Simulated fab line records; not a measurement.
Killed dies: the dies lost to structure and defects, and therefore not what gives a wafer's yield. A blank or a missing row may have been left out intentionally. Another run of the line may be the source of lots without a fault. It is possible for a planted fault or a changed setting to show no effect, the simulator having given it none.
Code-filled problem report in 8D (eight disciplines) form -- flow n5 finfet -- the parts of the form that need people (team, actions taken, sign-off) are left out

== 1. THE PROBLEM ==
Wafers with no fault read 13 with a standard deviation of 4, whereas killed_at_M4_up at N5_PASSIVATION_PROBE_49 reads a mean of 143 on 1 wafer of 1 lot. That puts it +32 standard deviations away from the usual mean.
The first sign was on wafer L752.3 at day 17 10:29, on prober-02. At this step, 10 wafers from 4 lots have a number in the record. Rule for "out" (also "out of limits"): further than 4 standard deviations from the usual mean. The other wafers with a number count as sound.

== 2. WHAT IT IS, WHAT IT ISN'T ==
question,is,is not
which readings at this step,"killed_at_M4_up, defect limited yield, killed dies, sort_bin_5_function, sort n pass, sort yield pct","killed_at_M0_to_M3, killed at contacts, killed at front end, killed at other, killed short, sort_bin_6_memory"
which lots,L752,"L747, L748, L757"
which wafers of those lots,L752.3,"L752.1, L752.6"
read on which tools,prober-02,prober-01
when,from day 17 10:29,"up to then (5 sound wafers); but 4 sound wafers of L752, L757 came after"

== 3. WHAT RULES OUT EACH SUSPECT ==
Counting: a tool at a process step up to the reading stays a suspect if it ran every lot that is out. Sound lots after the first of them don't rule it out here, since some wafers of a struck lot are sound.
- ald metal-03 at N5_BEOL_M6_ALD_77 (deposits TaN, target thk 2 nm, pulse time 2 s, purge time 3 s): kept. L752, the lot that is out, went through it at day 14 00:05; up to then, the latest sound lot through it was L747 at day 13 02:14.
- prober-02 at N5_PASSIVATION_PROBE_49: kept. L752, the lot that is out, went through it at day 17 10:23; up to then, the latest sound lot through it was L747 at day 16 22:02. On those wafers its own readings are out: defect limited yield, killed_at_M4_up, killed dies, sort_bin_5_function, sort n pass, sort yield pct.
- In ald metal-03 at N5_BEOL_M6_ALD_77, the wafers that are out were processed in chamber 2 and their sound lot-mates in chambers 1, 3.
Remaining after the count are ald metal-03 at N5_BEOL_M6_ALD_77 and prober-02 at N5_PASSIVATION_PROBE_49.

== 4. THE CAUSE (what the simulator had put in) ==
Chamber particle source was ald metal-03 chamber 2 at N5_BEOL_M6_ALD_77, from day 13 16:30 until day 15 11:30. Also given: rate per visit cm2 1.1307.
2 suspects survive the count, and this tool is in that group.

== 5. THE EFFECT CHAIN, in route order ==
Each row: a reading whose mean over the struck wafers that have a number lies more than 3 standard deviations from the usual. Readings are gone through only where the record gives a usual standard deviation; hours: the median, over the lots, of the time from a lot's start at the first step in this table giving one to that lot's start at this step; sigmas: the change measured in usual standard deviations.
hours,step,reading,usual,on struck wafers,change,sigmas
0,N5_PASSIVATION_PROBE_49,defect limited yield,91.5 %,81.9,-9.6,-7.4
0,N5_PASSIVATION_PROBE_49,killed_at_M4_up,13,143,+130,+32
0,N5_PASSIVATION_PROBE_49,killed dies,100,214,+114,+7.6
0,N5_PASSIVATION_PROBE_49,sort_bin_5_function,5.0 %,10.8,+5.8,+6.5
0,N5_PASSIVATION_PROBE_49,sort n pass,1080,966,-114,-7.6
0,N5_PASSIVATION_PROBE_49,sort yield pct,91.5 %,81.9,-9.6,-7.4
The process steps in it:
- N5_PASSIVATION_PROBE_49

== 6. HOW IT WOULD HAVE BEEN CAUGHT EARLIER ==
In this record no reading fell out of limits until day 17 10:29, 90 hours after the fault had begun at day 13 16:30.
Of the tool readings at N5_BEOL_M6_ALD_77 for which the record gives a usual standard deviation, none was out on any struck wafer, so an alarm limit of 4 standard deviations on them would not have fired.
Lots out: 1; all had begun N5_BEOL_M6_ALD_77 on ald metal-03 by day 17 10:29. Holding the tool at that point would not have protected any of them.
